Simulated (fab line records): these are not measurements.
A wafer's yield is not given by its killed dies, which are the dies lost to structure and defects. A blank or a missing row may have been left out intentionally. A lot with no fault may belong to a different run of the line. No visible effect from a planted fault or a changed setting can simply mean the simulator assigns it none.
fab line records + flow nandHarc
[record]
- lots = 6
- wafers = 18
- lastDay = 34
route steps=1302 shown A_CONTACT@1032 END@1302
lots that met no fault: from a run of the same line without faults
startH: start of the lot's first displayed wafer, in hours after the record's first day + waitH: time in hours since the lot's previous step + " identical to the entry in the row above + L1.1+2: a row that stands for several wafers + - no value present, or no start provided + * or withheld: withheld + < > ~ a bound
route shown NAME@n: NAME is a module with steps in the file, n the number in the route of the first one + usual: average and standard deviation across the fault-free wafers + same: alike in all rows + chamber/n: place in a boat + sites: each site's reading + _std_site: the values' standard deviation + _edge_site: inner sites' mean taken away from outer sites' mean + radiusMm: for every site, how far away it sits from the centre of the wafer + mask NAME#n: copy n + behind: the most recent tool/chamber to have shaped the wafer + hold: why the lot was held/for how many hours/how that ended + device: which transistor (n, p or np) failed to switch + end of line: the route-end tests of the same wafers + step lacking rows: just its recipe + killed: not the wafer's yield, but the dies lost to structure and defects at the first sort + map: dies across one wafer; x = killed, . = not, _ = none there
set.NAME: the run value of the setting; set.NAME@STEP: its run value at that earlier step + model.NAME: the simulator's own value behind a step, which no gauge read
certain route steps with their lots: each step a table, each wafer a row
services: when a tool's chamber went out of use (startH, in hours from the record's first day, below 0 if earlier), for how many hours, and the reason
[[steps]]
[step NHARC_A_CONTACT_COAT_62]
[recipe]
- tempC = 225
- timeS = 65
[step NHARC_A_CONTACT_COAT_63]
[recipe]
- spinRpm = 1500
- resistThkNm = 90
[step NHARC_A_CONTACT_SOFTBAKE_64]
[recipe]
- tempC = 105
- timeS = 55
[step NHARC_A_CONTACT_EBR_65]
[step NHARC_A_CONTACT_EXPOSE_66]
[recipe]
- na = 1.35
- sigmaOuter = 0.8
- doseMj = 59.02
- maskId = A_CC_2
[step NHARC_A_CONTACT_PEB_67]
[recipe]
- pebTempC = 100
- pebTimeS = 65
[step NHARC_A_CONTACT_DEVELOP_68]
[recipe]
- developTimeS = 35
- devTempC = 23
[step NHARC_A_CONTACT_CD_MEAS_69]
[recipe]
- targetCdNm = 300
- landingEnergyEv = 500
[usual]
- cdNm = 299.9/0.52
| lot.wafer | tool     | chamber | startH | waitH | cdNm  |
|-----------|----------|---------|--------|-------|-------|
| L447.1    | cdSem-03 | 0       | 510.10 | -     | 299.4 |
| L447.3    | "        | 0       | "      | "     | 299.3 |
| L447.4    | "        | 0       | "      | "     | 299.2 |
| L458.1    | cdSem-01 | 0       | 614.10 | -     | 300.1 |
| L458.3    | "        | 0       | "      | "     | 299.8 |
| L458.6    | "        | 0       | "      | "     | 300.5 |
| L459.2    | cdSem-01 | 0       | 632.25 | -     | 299.7 |
| L459.5    | "        | 0       | "      | "     | 300.1 |
| L459.6    | "        | 0       | "      | "     | 299.7 |
| L466.2    | cdSem-02 | 0       | 699.69 | -     | 300.5 |
| L466.3    | "        | 0       | "      | "     | 299.1 |
| L466.5    | "        | 0       | "      | "     | 299.9 |
| L468.2    | cdSem-02 | 0       | 732.34 | -     | 299.5 |
| L468.3    | "        | 0       | "      | "     | 299.5 |
| L468.5    | "        | 0       | "      | "     | 300.3 |
| L469.1    | cdSem-02 | 0       | 751.55 | -     | 300.1 |
| L469.4    | "        | 0       | "      | "     | 300.0 |
| L469.6    | "        | 0       | "      | "     | 299.8 |
[step NHARC_A_CONTACT_OVL_MEAS_70]
[usual]
- overlayXNm = -0.3/0.82
- overlayYNm = 0.1/0.84
| lot.wafer | tool       | chamber | startH | waitH | overlayXNm | overlayYNm |
|-----------|------------|---------|--------|-------|------------|------------|
| L447.1    | overlay-02 | -       | 510.19 | -     | 0.9        | -0.6       |
| L447.3    | "          | -       | "      | "     | 0.7        | -0.7       |
| L447.4    | "          | -       | "      | "     | 0.5        | -0.3       |
| L458.1    | overlay-01 | -       | 614.18 | -     | -0.7       | 0.8        |
| L458.3    | "          | -       | "      | "     | -1.3       | 0.5        |
| L458.6    | "          | -       | "      | "     | -0.9       | 0.4        |
| L459.2    | overlay-01 | -       | 632.34 | -     | -2.3       | 1.0        |
| L459.5    | "          | -       | "      | "     | -2.5       | 0.7        |
| L459.6    | "          | -       | "      | "     | -2.2       | 0.2        |
| L466.2    | overlay-01 | -       | 699.80 | -     | 0.5        | 0.2        |
| L466.3    | "          | -       | "      | "     | 0.6        | -0.2       |
| L466.5    | "          | -       | "      | "     | 0.3        | 0.0        |
| L468.2    | overlay-01 | -       | 732.42 | -     | 0.4        | 1.8        |
| L468.3    | "          | -       | "      | "     | -0.1       | 1.6        |
| L468.5    | "          | -       | "      | "     | 0.3        | 1.5        |
| L469.1    | overlay-02 | -       | 751.64 | -     | 1.1        | 0.0        |
| L469.4    | "          | -       | "      | "     | 0.4        | -0.5       |
| L469.6    | "          | -       | "      | "     | 1.0        | 0.0        |
[step NHARC_A_CONTACT_INSPECT_71]
[usual]
- rawDefectCount = 86/39
| lot.wafer | tool             | chamber | startH | waitH | rawDefectCount |
|-----------|------------------|---------|--------|-------|----------------|
| L447.1    | defectInspect-02 | -       | 510.22 | 0.0   | 71             |
| L447.3    | "                | -       | "      | "     | 63             |
| L447.4    | "                | -       | "      | "     | 67             |
| L458.1    | defectInspect-02 | -       | 614.22 | 0.0   | 134            |
| L458.3    | "                | -       | "      | "     | 128            |
| L458.6    | "                | -       | "      | "     | 160            |
| L459.2    | defectInspect-02 | -       | 632.37 | 0.0   | 18             |
| L459.5    | "                | -       | "      | "     | 26             |
| L459.6    | "                | -       | "      | "     | 16             |
| L466.2    | defectInspect-02 | -       | 699.84 | 0.0   | 49             |
| L466.3    | "                | -       | "      | "     | 39             |
| L466.5    | "                | -       | "      | "     | 39             |
| L468.2    | defectInspect-02 | -       | 732.46 | 0.0   | 109            |
| L468.3    | "                | -       | "      | "     | 103            |
| L468.5    | "                | -       | "      | "     | 83             |
| L469.1    | defectInspect-01 | -       | 751.68 | 0.0   | 117            |
| L469.4    | "                | -       | "      | "     | 98             |
| L469.6    | "                | -       | "      | "     | 112            |
[step NHARC_A_CONTACT_DESCUM_74]
[recipe]
- timeS = 3
- o2FlowSccm = 200
- arFlowSccm = 0
- biasPowerW = 0
- chemistry = O2
[usual]
- drypumpMotorCurrentA = 6.2/0.43
- oesProductAu = 1.003/0.0086
- rfVppV = 57.5/0.8
- showerheadPlenumPTorr = 1.89/0.081
- throttleValvePct = 11.312/0.0095
| lot.wafer | tool       | chamber | startH | waitH | drypumpMotorCurrentA | oesProductAu | rfHoursCounterH | rfVppV | showerheadPlenumPTorr | throttleValvePct |
|-----------|------------|---------|--------|-------|----------------------|--------------|-----------------|--------|-----------------------|------------------|
| L447.3    | rieDiel-12 | 1       | 510.28 | 0.1   | 6.7                  | 0.999        | 8               | 56.6   | 1.82                  | 11.300           |
| L447.1    | "          | 3       | "      | "     | 5.8                  | 1.009        | 10              | 59.4   | 1.82                  | 11.307           |
| L447.4    | "          | 3       | "      | "     | 5.8                  | 1.008        | -               | 57.0   | 1.82                  | 11.306           |
| L458.1    | rieDiel-12 | 2       | 614.30 | 0.1   | 5.5                  | 1.012        | 33              | 58.0   | 1.92                  | 11.312           |
| L458.3    | "          | 3       | "      | "     | 5.8                  | 1.010        | 29              | 57.8   | 1.82                  | 11.310           |
| L458.6    | "          | 0       | "      | "     | 6.7                  | 0.997        | -               | 56.7   | 1.88                  | 11.314           |
| L459.2    | rieDiel-12 | 3       | 632.46 | 0.1   | 5.8                  | 1.003        | 0               | 57.4   | 1.82                  | 11.334           |
| L459.5    | "          | 0       | "      | "     | 6.6                  | 0.991        | -               | 58.0   | 1.88                  | 11.296           |
| L459.6    | "          | 1       | "      | "     | 6.7                  | 0.998        | -               | 58.4   | 1.81                  | 11.306           |
| L466.3    | rieDiel-08 | 2       | 699.90 | 0.1   | 6.3                  | 0.996        | 51              | 58.0   | 2.04                  | 11.320           |
| L466.2    | "          | 3       | "      | "     | 6.3                  | 0.994        | 48              | 56.7   | 1.81                  | 11.312           |
| L466.5    | "          | 3       | "      | "     | 6.3                  | 0.997        | -               | 56.7   | 1.81                  | 11.311           |
| L468.2    | rieDiel-12 | 2       | 732.53 | 0.1   | 5.5                  | 1.011        | 15              | 57.4   | 1.92                  | 11.303           |
| L468.3    | "          | 0       | "      | "     | 6.6                  | 1.007        | 16              | 58.1   | 1.88                  | 11.298           |
| L468.5    | "          | 1       | "      | "     | 6.8                  | 0.995        | -               | 56.5   | 1.81                  | 11.308           |
| L469.4    | rieDiel-08 | 2       | 751.74 | 0.1   | 6.3                  | 1.011        | 6               | 56.6   | 2.04                  | 11.304           |
| L469.1    | "          | 0       | "      | "     | 6.4                  | 0.985        | 8               | 57.8   | 1.89                  | 11.308           |
| L469.6    | "          | 3       | "      | "     | 6.3                  | 1.019        | -               | 57.2   | 1.80                  | 11.301           |
[step NHARC_A_CONTACT_ETCH_75]
[recipe]
- targetDepthA = 390
- overEtchFrac = 0.3
- timeS = 65
- ionEnergyEv = 80
- cf4FlowSccm = 150
- arFlowSccm = 0
- rfW = 300
- biasW = 100
- chemistry = CF4
[usual]
- biasW = 100.0/0.31
- cf4FlowSccm = 150.0/0.46
- drypumpMotorCurrentA = 6.2/0.43
- oesProductAu = 1.002/0.011
- rfVppV = 151.1/1.3
- showerheadPlenumPTorr = 1.75/0.07
- throttleValvePct = 13.283/0.0088
| lot.wafer | tool       | chamber | startH | waitH | biasW | cf4FlowSccm | drypumpMotorCurrentA | oesProductAu | rfHoursCounterH | rfVppV | showerheadPlenumPTorr | throttleValvePct |
|-----------|------------|---------|--------|-------|-------|-------------|----------------------|--------------|-----------------|--------|-----------------------|------------------|
| L447.1    | rieDiel-12 | 1       | 510.38 | 0.1   | 100.0 | 150.0       | 6.7                  | 1.000        | 8               | 149.7  | 1.69                  | 13.285           |
| L447.3    | "          | 3       | "      | "     | 99.4  | 149.2       | 5.7                  | 1.005        | 10              | 150.3  | 1.69                  | 13.280           |
| L447.4    | "          | 1       | "      | "     | 100.1 | 150.2       | 6.7                  | 0.993        | -               | 150.0  | 1.69                  | 13.268           |
| L458.3    | rieDiel-12 | 3       | 614.37 | 0.1   | 100.0 | 150.0       | 5.8                  | 1.014        | 29              | 150.8  | 1.69                  | 13.295           |
| L458.1    | "          | 1       | "      | "     | 100.1 | 150.0       | 6.7                  | 1.004        | 31              | 150.7  | 1.68                  | 13.268           |
| L458.6    | "          | 3       | "      | "     | 100.3 | 149.5       | 5.8                  | 1.016        | -               | 149.9  | 1.69                  | 13.282           |
| L459.2    | rieDiel-12 | 1       | 632.53 | 0.1   | 99.4  | 150.7       | 6.7                  | 0.984        | 0               | 150.3  | 1.68                  | 13.285           |
| L459.5    | "          | 0       | "      | "     | 100.0 | 150.2       | 6.6                  | 0.987        | -               | 152.6  | 1.74                  | 13.274           |
| L459.6    | "          | 1       | "      | "     | 100.4 | 149.6       | 6.7                  | 0.992        | -               | 151.5  | 1.68                  | 13.272           |
| L466.3    | rieDiel-08 | 1       | 699.98 | 0.1   | 100.1 | 150.3       | 5.9                  | 1.018        | 49              | 153.8  | 1.86                  | 13.290           |
| L466.2    | "          | 0       | "      | "     | 100.4 | 150.3       | 6.4                  | 1.013        | 46              | 151.6  | 1.76                  | 13.271           |
| L466.5    | "          | 2       | "      | "     | 99.9  | 149.6       | 6.3                  | 1.009        | -               | 151.7  | 1.88                  | 13.273           |
| L468.2    | rieDiel-12 | 2       | 732.61 | 0.1   | 100.3 | 149.9       | 5.5                  | 1.000        | 15              | 152.8  | 1.77                  | 13.270           |
| L468.3    | "          | 1       | "      | "     | 100.2 | 150.1       | 6.7                  | 0.974        | 17              | 149.0  | 1.68                  | 13.283           |
| L468.5    | "          | 3       | "      | "     | 100.2 | 149.7       | 5.8                  | 0.991        | -               | 150.3  | 1.68                  | 13.271           |
| L469.4    | rieDiel-08 | 1       | 751.82 | 0.1   | 99.9  | 150.7       | 5.9                  | 1.002        | 6               | 152.5  | 1.86                  | 13.268           |
| L469.1    | "          | 3       | "      | "     | 100.3 | 150.6       | 6.3                  | 1.014        | 8               | 149.8  | 1.67                  | 13.274           |
| L469.6    | "          | 2       | "      | "     | 99.7  | 151.0       | 6.3                  | 1.010        | -               | 152.9  | 1.87                  | 13.281           |
[step NHARC_A_CONTACT_ETCH_76]
[recipe]
- targetDepthA = 2600
- overEtchFrac = 0.3
- timeS = 475.3
- ionEnergyEv = 200
- n2FlowSccm = 150
- h2FlowSccm = 150
- arFlowSccm = 0
- rfW = 400
- biasW = 150
- chemistry = N2/H2
[usual]
- biasW = 149.9/0.44
- chamberPressureMTorr = 29.996/0.026
- drypumpMotorCurrentA = 6.2/0.44
- oesProductAu = 1.001/0.0095
- rfVppV = 429.7/2.4
- showerheadPlenumPTorr = 2.01/0.085
- throttleValvePct = 14.171/0.0096
| lot.wafer | tool       | chamber | startH | waitH | biasW | chamberPressureMTorr | drypumpMotorCurrentA | oesProductAu | rfHoursCounterH | rfVppV | showerheadPlenumPTorr | throttleValvePct |
|-----------|------------|---------|--------|-------|-------|----------------------|----------------------|--------------|-----------------|--------|-----------------------|------------------|
| L447.3    | rieDiel-12 | 2       | 510.53 | -     | 150.1 | 30.006               | 5.6                  | 1.006        | 10              | 431.5  | 2.06                  | 14.173           |
| L447.1    | "          | 3       | "      | "     | 150.5 | 30.019               | 5.8                  | 1.013        | 10              | 426.7  | 1.94                  | 14.165           |
| L447.4    | "          | 1       | "      | "     | 149.8 | 30.039               | 6.7                  | 0.999        | -               | 428.6  | 1.94                  | 14.165           |
| L458.1    | rieDiel-12 | 2       | 614.46 | -     | -     | -                    | -                    | -            | -               | -      | -                     | -                |
| L458.3    | "          | 0       | "      | "     | -     | -                    | -                    | -            | -               | -      | -                     | -                |
| L458.6    | "          | 2       | "      | "     | -     | -                    | -                    | -            | -               | -      | -                     | -                |
| L459.2    | rieDiel-12 | 0       | 632.65 | -     | -     | -                    | -                    | -            | -               | -      | -                     | -                |
| L459.6    | "          | 3       | "      | "     | -     | -                    | -                    | -            | -               | -      | -                     | -                |
| L459.5    | "          | 0       | "      | "     | -     | -                    | -                    | -            | -               | -      | -                     | -                |
| L466.2    | rieDiel-08 | 1       | 700.07 | -     | 149.8 | 29.968               | 5.9                  | 1.006        | 49              | 433.0  | 2.16                  | 14.165           |
| L466.3    | "          | 0       | "      | "     | 149.4 | 29.990               | 6.4                  | 0.992        | 46              | 429.1  | 2.02                  | 14.179           |
| L466.5    | "          | 1       | "      | "     | 150.3 | 30.041               | 5.9                  | 1.015        | -               | 433.1  | 2.16                  | 14.170           |
| L468.3    | rieDiel-12 | 3       | 732.80 | -     | 150.0 | 30.009               | 5.8                  | 1.015        | 14              | 427.6  | 1.93                  | 14.172           |
| L468.2    | "          | 1       | "      | "     | 149.1 | 29.989               | 6.7                  | 0.995        | 17              | 427.8  | 1.92                  | 14.190           |
| L468.5    | "          | 0       | "      | "     | 149.9 | 30.010               | 6.7                  | 1.000        | -               | 429.0  | 2.00                  | 14.166           |
| L469.1    | rieDiel-08 | 0       | 751.91 | -     | 150.5 | 30.037               | 6.4                  | 0.988        | 8               | 430.1  | 2.02                  | 14.153           |
| L469.4    | "          | 3       | "      | "     | 150.0 | 30.011               | 6.3                  | 1.016        | 8               | 428.4  | 1.92                  | 14.176           |
| L469.6    | "          | 1       | "      | "     | 149.7 | 29.980               | 5.9                  | 1.006        | -               | 433.3  | 2.15                  | 14.177           |
[step NHARC_A_CONTACT_ETCH_77]
[recipe]
- targetDepthA = 1089
- timeS = 54.5
- cf4FlowSccm = 100
- chf3FlowSccm = 30
- arFlowSccm = 0
- rfW = 500
- biasW = 200
- chemistry = CF4/CHF3
[usual]
- biasW = 200.0/0.55
- cf4FlowSccm = 100.0/0.3
- drypumpMotorCurrentA = 6.2/0.44
- oesProductAu = 0.943/0.022
- rfVppV = 370.0/2.2
- showerheadPlenumPTorr = 1.55/0.059
- throttleValvePct = 16.803/0.0092
| lot.wafer | tool       | chamber | startH | waitH | biasW | cf4FlowSccm | drypumpMotorCurrentA | oesProductAu | rfHoursCounterH | rfVppV | showerheadPlenumPTorr | throttleValvePct |
|-----------|------------|---------|--------|-------|-------|-------------|----------------------|--------------|-----------------|--------|-----------------------|------------------|
| L447.1    | rieDiel-12 | 2       | -      | -     | 200.1 | 99.7        | 5.5                  | 0.923        | 10              | 371.5  | 1.59                  | 16.809           |
| L447.3    | "          | 3       | "      | "     | 201.1 | 100.2       | 5.8                  | 0.930        | 10              | 367.2  | 1.50                  | 16.804           |
| L447.4    | "          | 3       | "      | "     | 199.9 | 99.9        | 5.8                  | 0.941        | -               | 369.0  | 1.50                  | 16.813           |
| L458.1    | rieDiel-12 | 3       | -      | -     | 200.5 | 100.3       | 5.8                  | 0.941        | 29              | 368.3  | 1.50                  | 16.794           |
| L458.3    | "          | 1       | "      | "     | 200.2 | 100.0       | 6.7                  | 0.928        | 31              | 369.6  | 1.50                  | 16.806           |
| L458.6    | "          | 0       | "      | "     | 199.4 | 100.0       | 6.7                  | 0.921        | -               | 369.0  | 1.55                  | 16.816           |
| L459.2    | rieDiel-12 | 0       | -      | -     | 200.6 | 99.6        | 6.6                  | 0.939        | 0               | 370.7  | 1.55                  | 16.800           |
| L459.5    | "          | 1       | "      | "     | 199.7 | 99.5        | 6.7                  | 0.951        | -               | 368.1  | 1.50                  | 16.797           |
| L459.6    | "          | 2       | "      | "     | 199.6 | 100.4       | 5.5                  | 0.964        | -               | 371.6  | 1.58                  | 16.797           |
| L466.3    | rieDiel-08 | 2       | -      | -     | 199.7 | 99.9        | 6.3                  | 0.932        | 51              | 373.8  | 1.67                  | 16.805           |
| L466.2    | "          | 1       | "      | "     | 199.6 | 100.7       | 5.9                  | 0.920        | 50              | 372.9  | 1.66                  | 16.778           |
| L466.5    | "          | 3       | "      | "     | 200.6 | 99.7        | 6.3                  | 0.934        | -               | 367.1  | 1.49                  | 16.792           |
| L468.3    | rieDiel-12 | 1       | -      | -     | 200.4 | 100.0       | 6.7                  | 0.901        | 17              | 369.8  | 1.49                  | 16.792           |
| L468.2    | "          | 2       | "      | "     | 200.5 | 99.9        | 5.5                  | 0.930        | 16              | 370.1  | 1.57                  | 16.803           |
| L468.5    | "          | 0       | "      | "     | 199.7 | 100.1       | 6.6                  | 0.919        | -               | 369.7  | 1.54                  | 16.803           |
| L469.1    | rieDiel-08 | 2       | -      | -     | 200.1 | 99.8        | 6.3                  | 0.921        | 6               | 372.9  | 1.67                  | 16.799           |
| L469.4    | "          | 3       | "      | "     | 199.7 | 100.1       | 6.3                  | 0.946        | 8               | 368.4  | 1.49                  | 16.807           |
| L469.6    | "          | 1       | "      | "     | 200.5 | 100.1       | 5.9                  | 0.934        | -               | 374.5  | 1.65                  | 16.788           |
[step NHARC_END_SORT_01]
[recipe]
- tempC = 25
[usual]
- killedAtArray = 59/20
- killedAtOther = 0.8/1.2
- killedAtPeriphery = 3.5/2.2
- killedDies = 63/20
- killedOpen = 3.3/1.8
- killedShort = 2.6/1.7
[same]
- grossDies = 677
| lot.wafer | tool      | chamber | startH | waitH | killedAtArray | killedAtOther | killedAtPeriphery | killedDies | killedOpen | killedShort |
|-----------|-----------|---------|--------|-------|---------------|---------------|-------------------|------------|------------|-------------|
| L458.1    | prober-01 | 0       | 678.59 | 2.5   | 674           | 2             | 1                 | 677        | 2          | 5           |
| L458.3    | prober-01 | 0       | 680.19 | 3.1   | 673           | 0             | 4                 | 677        | 4          | 1           |
| L458.6    | prober-01 | 0       | 682.58 | 4.0   | 672           | 1             | 4                 | 677        | 7          | 1           |
| L459.2    | prober-01 | 0       | 693.93 | 2.8   | 674           | 3             | 0                 | 677        | 2          | 2           |
| L459.5    | prober-01 | 0       | 696.34 | 3.7   | 670           | 5             | 2                 | 677        | 5          | 2           |
| L459.6    | prober-01 | 0       | 697.14 | 4.0   | 669           | 5             | 3                 | 677        | 7          | 4           |
// killed by level:class
L458.1 A_CONTACT:areaEtch=587 A_CHANNEL_HOLE_D1:chamberFilmFlake=31 A_SLIT:chamberFilmFlake=28 A_CHANNEL_HOLE_D2:chamberFilmFlake=15 A_CONTACT:chamberFilmFlake=5 A_STAIRCASE:chamberFilmFlake=2 THIN_TSV:chamberFilmFlake=2 P_GATE:geometricParticle:open=1
L458.3 A_CONTACT:areaEtch=593 A_SLIT:chamberFilmFlake=26 A_CHANNEL_HOLE_D1:chamberFilmFlake=24 A_CHANNEL_HOLE_D2:chamberFilmFlake=17 A_CONTACT:chamberFilmFlake=7 A_STAIRCASE:chamberFilmFlake=3 P_M0:geometricParticle:open=2 P_M1:geometricParticle:open=1
L458.6 A_CONTACT:areaEtch=577 A_SLIT:chamberFilmFlake=30 A_CHANNEL_HOLE_D1:chamberFilmFlake=26 A_CHANNEL_HOLE_D2:chamberFilmFlake=22 A_CONTACT:chamberFilmFlake=7 A_STAIRCASE:chamberFilmFlake=3 A_WL_FILL:chamberFilmFlake=2 P_GATE:geometricParticle:open=1
L459.2 A_CONTACT:areaEtch=650 A_CHANNEL_HOLE_D1:chamberFilmFlake=6 A_SGD_CUT:chamberFilmFlake=5 A_SLIT:chamberFilmFlake=3 A_CONTACT:chamberFilmFlake=3 THIN_TSV:chamberFilmFlake=3 A_WL_FILL:chamberFilmFlake=2 A_DECK1_JOINT:geometricParticle:open=1
L459.5 A_CONTACT:areaEtch=639 A_CHANNEL_HOLE_D1:chamberFilmFlake=10 A_CONTACT:chamberFilmFlake=5 A_SGD_CUT:chamberFilmFlake=4 THIN_TSV:chamberFilmFlake=4 A_CHANNEL_FILL_D2:chamberFilmFlake=2 A_SLIT:chamberFilmFlake=2 A_SOURCE_PLATE:geometricParticle:open=1
L459.6 A_CONTACT:areaEtch=635 A_CONTACT:chamberFilmFlake=8 A_CHANNEL_HOLE_D1:chamberFilmFlake=5 A_SGD_CUT:chamberFilmFlake=5 THIN_TSV:chamberFilmFlake=5 A_SLIT:chamberFilmFlake=3 A_BLC:geometricParticle:open=2 A_WL_FILL:chamberFilmFlake=2
// map L458.1 (x killed, . not)
____________x____________
_________xxxxxxx_________
_______xxxxxxxxxxx_______
______xxxxxxxxxxxxx______
_____xxxxxxxxxxxxxxx_____
____xxxxxxxxxxxxxxxxx____
____xxxxxxxxxxxxxxxxx____
___xxxxxxxxxxxxxxxxxxx___
___xxxxxxxxxxxxxxxxxxx___
__xxxxxxxxxxxxxxxxxxxxx__
__xxxxxxxxxxxxxxxxxxxxx__
_xxxxxxxxxxxxxxxxxxxxxxx_
_xxxxxxxxxxxxxxxxxxxxxxx_
_xxxxxxxxxxxxxxxxxxxxxxx_
_xxxxxxxxxxxxxxxxxxxxxxx_
_xxxxxxxxxxxxxxxxxxxxxxx_
xxxxxxxxxxxxxxxxxxxxxxxxx
xxxxxxxxxxxxxxxxxxxxxxxxx
xxxxxxxxxxxxxxxxxxxxxxxxx
xxxxxxxxxxxxxxxxxxxxxxxxx
xxxxxxxxxxxxxxxxxxxxxxxxx
_xxxxxxxxxxxxxxxxxxxxxxx_
_xxxxxxxxxxxxxxxxxxxxxxx_
_xxxxxxxxxxxxxxxxxxxxxxx_
_xxxxxxxxxxxxxxxxxxxxxxx_
_xxxxxxxxxxxxxxxxxxxxxxx_
__xxxxxxxxxxxxxxxxxxxxx__
__xxxxxxxxxxxxxxxxxxxxx__
___xxxxxxxxxxxxxxxxxxx___
___xxxxxxxxxxxxxxxxxxx___
____xxxxxxxxxxxxxxxxx____
____xxxxxxxxxxxxxxxxx____
_____xxxxxxxxxxxxxxx_____
______xxxxxxxxxxxxx______
_______xxxxxxxxxxx_______
_________xxxxxxx_________
____________x____________
// map L459.2 (x killed, . not)
____________x____________
_________xxxxxxx_________
_______xxxxxxxxxxx_______
______xxxxxxxxxxxxx______
_____xxxxxxxxxxxxxxx_____
____xxxxxxxxxxxxxxxxx____
____xxxxxxxxxxxxxxxxx____
___xxxxxxxxxxxxxxxxxxx___
___xxxxxxxxxxxxxxxxxxx___
__xxxxxxxxxxxxxxxxxxxxx__
__xxxxxxxxxxxxxxxxxxxxx__
_xxxxxxxxxxxxxxxxxxxxxxx_
_xxxxxxxxxxxxxxxxxxxxxxx_
_xxxxxxxxxxxxxxxxxxxxxxx_
_xxxxxxxxxxxxxxxxxxxxxxx_
_xxxxxxxxxxxxxxxxxxxxxxx_
xxxxxxxxxxxxxxxxxxxxxxxxx
xxxxxxxxxxxxxxxxxxxxxxxxx
xxxxxxxxxxxxxxxxxxxxxxxxx
xxxxxxxxxxxxxxxxxxxxxxxxx
xxxxxxxxxxxxxxxxxxxxxxxxx
_xxxxxxxxxxxxxxxxxxxxxxx_
_xxxxxxxxxxxxxxxxxxxxxxx_
_xxxxxxxxxxxxxxxxxxxxxxx_
_xxxxxxxxxxxxxxxxxxxxxxx_
_xxxxxxxxxxxxxxxxxxxxxxx_
__xxxxxxxxxxxxxxxxxxxxx__
__xxxxxxxxxxxxxxxxxxxxx__
___xxxxxxxxxxxxxxxxxxx___
___xxxxxxxxxxxxxxxxxxx___
____xxxxxxxxxxxxxxxxx____
____xxxxxxxxxxxxxxxxx____
_____xxxxxxxxxxxxxxx_____
______xxxxxxxxxxxxx______
_______xxxxxxxxxxx_______
_________xxxxxxx_________
____________x____________
[[services]]
| tool       | chamber | startH | hours | kind   |
|------------|---------|--------|-------|--------|
| rieDiel-12 | 1       | 487.93 | 6.1   | repair |
| rieDiel-08 | 1       | 488.52 | 14.4  | repair |
| rieDiel-12 | 0       | 503.97 | -     | clean  |
| rieDiel-12 | 1       | 503.97 | -     | clean  |
| rieDiel-12 | 2       | 503.97 | -     | clean  |
| rieDiel-12 | 3       | 503.97 | -     | clean  |
| rieDiel-12 | 0       | 508.71 | 7.2   | repair |
| rieDiel-12 | 0       | 528.47 | -     | clean  |
| rieDiel-12 | 1       | 528.47 | -     | clean  |
| rieDiel-12 | 2       | 528.47 | -     | clean  |
| rieDiel-12 | 3       | 528.47 | -     | clean  |
| rieDiel-08 | -       | 547.21 | 9.0   | pm     |
| rieDiel-12 | 0       | 553.70 | -     | clean  |
| rieDiel-12 | 1       | 553.70 | -     | clean  |
| rieDiel-12 | 3       | 598.73 | 8.6   | repair |
| rieDiel-08 | 3       | 608.46 | 5.6   | repair |
| rieDiel-08 | 0       | 613.68 | 2.7   | repair |
| rieDiel-12 | -       | 622.58 | 9.0   | pm     |
| rieDiel-12 | 2       | 654.34 | 7.6   | repair |
| rieDiel-08 | -       | 671.24 | 1.1   | repair |
| rieDiel-08 | -       | 685.94 | 0.4   | repair |
| rieDiel-12 | 3       | 686.72 | 7.7   | repair |
| rieDiel-12 | 3       | 723.42 | 5.7   | repair |
| rieDiel-08 | -       | 724.21 | 9.0   | pm     |
[[key]]
[firstSign]
- step = NHARC_A_CONTACT_ETCH_76
- reading = toolRecord
- direction = missing
[effect]
- step = NHARC_END_SORT_01
- reading = killedAtArray
- direction = up
- sigmas = 31
- usual = 59
- struck = 672
[moreKillsBornAt]
- NHARC_A_CONTACT_ETCH_76@rieDiel-12 = 3681
metAt NHARC_A_CONTACT_ETCH_76
struckWafers L458.1,L458.3,L458.6,L459.2,L459.5,L459.6
laterRowsLeftOut L458.1,L458.3,L458.6,L459.2,L459.5,L459.6
testerLeftOut L458,L459
onsetBetween 510.53 614.46
[fault]
- kind = skippedStepWhole
- tool = rieDiel-12
- chamber = -
- onsetH = 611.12
- steps = NHARC_A_CONTACT_ETCH_76
- scope = struckLotsOnly
// testerLeftOut: of these lots the tester's yield and bins aren't shown, on N5 and GAA mostly nor the transistor test; their killed dies are dies lost to structure and defects alone, not to doping, threshold or leakage, so they don't give the yield
// laterRowsLeftOut: the simulator's readings of these wafers behind a module that went badly wrong aren't trusted and aren't shown, but for the sort
